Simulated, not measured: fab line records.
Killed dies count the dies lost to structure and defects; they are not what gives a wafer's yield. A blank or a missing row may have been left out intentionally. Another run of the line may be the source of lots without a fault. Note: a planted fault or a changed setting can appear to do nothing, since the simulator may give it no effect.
Chamber matching	flow n5 finfet	4 sister chambers for N5_HKMG_FIN_HK_ALD_01 on ald hk-01
The step deposits HfO2, target thk 1.6 nm, pulse time 3 s, purge time 3 s. 7 wafers are shown with their chamber, then 8 later ones without.

WAFERS WITH THEIR CHAMBER
wafer	chamber	precursor pulse height rel
L078.6	2	1.025
L082.3	0	0.995
L085.2	1	1.019
L085.5	1	0.984
L092.4	0	1.019
L092.6	3	0.983
L093.1	3	0.987

WAFERS WITH NO CHAMBER GIVEN
wafer	precursor pulse height rel
L093.3	1.013
L093.5	0.980
L095.2	0.959
L095.3	0.988
L095.5	0.984
L096.2	1.023
L096.4	1.001
L096.6	1.004

THE CHAMBER EACH PASSED THROUGH
wafer	from the rows above	in truth
L093.3	can't be placed: 0 or 1 or 2 or 3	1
L093.5	can't be placed: 3 or 1 or 0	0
L095.2	can't be placed: 3 or 1 or 0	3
L095.3	can't be placed: 3 or 1 or 0 or 2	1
L095.5	can't be placed: 3 or 1 or 0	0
L096.2	can't be placed: 2 or 0 or 1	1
L096.4	can't be placed: 1 or 0 or 3 or 2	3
L096.6	can't be placed: 1 or 0 or 3 or 2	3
Placed correctly: 0 of 8. Unplaceable from these rows: 8, with the true chamber sitting among the candidates in 8. 0 placed wrongly.
How it was worked out, from the rows above alone: a wafer's distance from a chamber is the root of the sum, over the readings, of the square of ((its reading less the chamber's mean) divided by the reading's scatter). If the next closest chamber is less than 2 further off than the closest, the wafer can't be placed; otherwise it belongs to the closest. The mean given for a chamber averages the wafers shown for that chamber. The scatter: the root of (the sum of the squares of (reading less its chamber's mean) over the shown wafers, divided by (wafers less chambers)).
